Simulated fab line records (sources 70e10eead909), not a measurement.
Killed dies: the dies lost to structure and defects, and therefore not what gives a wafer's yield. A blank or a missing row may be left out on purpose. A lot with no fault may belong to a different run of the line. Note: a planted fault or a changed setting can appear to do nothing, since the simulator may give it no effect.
Matching of chambers -- flow nand-harc -- NHARC_A_CHANNEL_FILL_D2_CMP_10 on cmp-03: 4 sister chambers
The step polishes, target thk 150 nm. 8 wafers are shown with their chamber, then 7 later ones without.

## WAFERS PAIRED WITH THEIR CHAMBERS
wafer,chamber,motor-current-A (A),time-to-endpoint-s (s)
L082.1,2,10.9,14.0
L082.2,3,11.6,17.2
L082.4,1,10.9,18.6
L083.2,2,11.0,13.0
L083.3,0,10.4,12.2
L083.4,1,10.2,12.0
L088.1,0,10.2,13.3
L088.4,3,12.2,14.5

## WAFERS MISSING THEIR CHAMBER
wafer,motor-current-A (A),time-to-endpoint-s (s)
L088.5,11.4,14.0
L093.3,11.6,16.7
L093.5,10.2,14.3
L093.6,9.5,15.1
L095.1,12.1,15.2
L095.2,9.5,13.1
L095.5,10.5,17.2

## WHICH CHAMBER EACH WENT THROUGH
wafer,from the rows above,in truth
L088.5,can't be placed: 2 or 3 or 1 or 0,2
L093.3,can't be placed: 3 or 2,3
L093.5,can't be placed: 0 or 1 or 2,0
L093.6,can't be placed: 0 or 1 or 2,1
L095.1,3,3
L095.2,can't be placed: 0 or 1 or 2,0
L095.5,can't be placed: 1 or 0 or 2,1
Placed correctly: 1 of 7. From these rows, 6 cannot be placed; in 6 the true chamber is one of the candidates. Number placed wrongly: 0.
How it was worked out, from the rows above alone: a wafer's distance from a chamber is the root of the sum, over the readings, of the square of ((its reading less the chamber's mean) divided by the reading's scatter). The wafer belongs to the nearest chamber; if the next one is less than 2 further off, it can't be placed. Each chamber's mean is taken over the wafers shown for it. The scatter: the root of (the sum of the squares of (reading less its chamber's mean) over the shown wafers, divided by (wafers less chambers)).
